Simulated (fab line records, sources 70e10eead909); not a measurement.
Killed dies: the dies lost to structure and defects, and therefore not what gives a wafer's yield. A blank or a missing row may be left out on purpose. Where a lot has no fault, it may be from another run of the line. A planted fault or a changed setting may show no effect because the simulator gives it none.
Comparing a struck lot with a sound one | flow nand-harc | 15 steps out of a route of 1159
Sound: wafers L381.3, L381.4, L381.5. Struck: wafers L390.2, L390.4, L390.5. The cause is named last.
Order at every step that has rows: each side's tool, ch and its chambers, its first start. Under that, the readings that differ: sound wafers | struck wafers | difference of the means | sigmas: that difference in standard deviations of wafers without a fault.
alike: readings whose means differ by less than 2 such deviations, and words and numbers that are the same on both sides. not compared: withheld readings, readings that some wafer has no value for, bounds like >300 that may hide the same value, and numbers for which the record gives no deviation and whose values overlap.
The two part at a step that has a row with sigmas, a row that says differs or no value, or rows on one side only. Numbers that don't overlap but have no deviation are shown without sigmas and don't part them. A reading that every wafer of one side lacks parts them only if that side has two wafers or more.

first, 7 steps without rows for these wafers: NHARC_P_STI_COAT_41 (time 65 s); NHARC_P_STI_COAT_03 (resist thk 600 nm); NHARC_P_STI_SOFTBAKE_04 (time 70 s); NHARC_P_STI_EBR_05; NHARC_P_STI_EXPOSE_06 (exposes mask P STI, target cd 200 nm); NHARC_P_STI_PEB_07 (peb time 80 s); NHARC_P_STI_DEVELOP_08 (time 50 s).
NHARC_P_STI_CD_MEAS_09 targets a cd of 200 nm.
  sound on cd-sem-03 ch 0, day 3 01:35; struck on cd-sem-01 ch 0, day 5 05:26
  reading    | sound             | struck            | difference | sigmas
  cd-nm (nm) | 197.2 198.2 197.6 | 202.1 200.3 202.7 | +4.0       | +2
NHARC_P_STI_OVL_MEAS_10:
  sound: overlay-01 at day 3 01:40; struck: overlay-02 at day 5 05:31
  reading           | sound    | struck | difference | sigmas
  overlay-y-nm (nm) | 14 13 14 | -1 0 0 | -14        | -2
  alike: overlay-x-nm
NHARC_P_STI_INSPECT_11:
  sound: defect-inspect-01 at day 3 01:42; struck: defect-inspect-01 at day 5 05:33
  alike: raw-defect-count
then, 1 step without rows for these wafers: NHARC_P_STI_HARDBAKE_13 (time 65 s).
NHARC_P_STI_DESCUM_14: chemistry O2, time 3 s.
  sound on rie-diel-13 ch 1,3, day 3 01:50; struck on rie-diel-02 ch 0,1,3, day 5 05:42
  alike: drypump-motor-current-A, oes-product-au, rf-vpp-V, showerhead-plenum-p-Torr, throttle-valve-pct
  not compared: rf-hours-counter-h
NHARC_P_STI_ETCH_42: etches the open film in N2/H2, target depth 80 nm, overetch 24 nm, time 61 s.
  sound on rie-diel-13 ch 0,2,3, day 3 01:55; struck on rie-diel-02 ch 0,3, day 5 05:46
  no value came back on the struck wafers for any of 9 readings (bias-w (W), chamber-pressure-mTorr (mTorr) and others); on the sound wafers bias-w (W) reads 150.3 150.6 150.2
  not compared: rf-hours-counter-h
NHARC_P_STI_ETCH_31: etches the open film in CF4/CHF3, target depth 108.9 nm, time 54.5 s.
  sound on rie-diel-13 ch 0,1; struck on rie-diel-02 ch 0,2,3, day 5 05:52
  reading            | sound             | struck            | difference | sigmas
  rf-fwd-power-W (W) | 501.3 497.7 496.9 | 493.9 493.3 496.1 | -4.2       | -2
  alike: bias-w, cf4-flow-sccm, drypump-motor-current-A, oes-product-au, rf-vpp-V, showerhead-plenum-p-Torr, throttle-valve-pct
  not compared: rf-hours-counter-h
-- jump in the record: it breaks off in module P_STI and resumes in module END (first step shown: number 1159 of the route), and 18 days separate the struck wafers' starts before and after --
NHARC_END_SORT_01:
  sound on prober-02 ch 0, day 19 14:28; struck on prober-01 ch 0, day 22 19:49
  reading             | sound    | struck                                                               | difference                   | sigmas
  hold                | - - -    | await-dispo/5.3h/scrap await-dispo/5.3h/scrap await-dispo/5.3h/scrap | no value on the sound wafers |
  killed-at-other     | 3 2 1    | 0 0 0                                                                | -2                           | -2
  killed-at-periphery | 0 2 2    | 657 655 654                                                          | +654                         | +99 or more
  killed-dies         | 22 18 23 | 677 677 677                                                          | +656                         | +60
  alike: killed-at-array, killed-open, killed-short

WHERE THEY PART
Last at NHARC_END_SORT_01 as far as this record goes, first at NHARC_P_STI_CD_MEAS_09.

WHY: what had been put in by the simulator
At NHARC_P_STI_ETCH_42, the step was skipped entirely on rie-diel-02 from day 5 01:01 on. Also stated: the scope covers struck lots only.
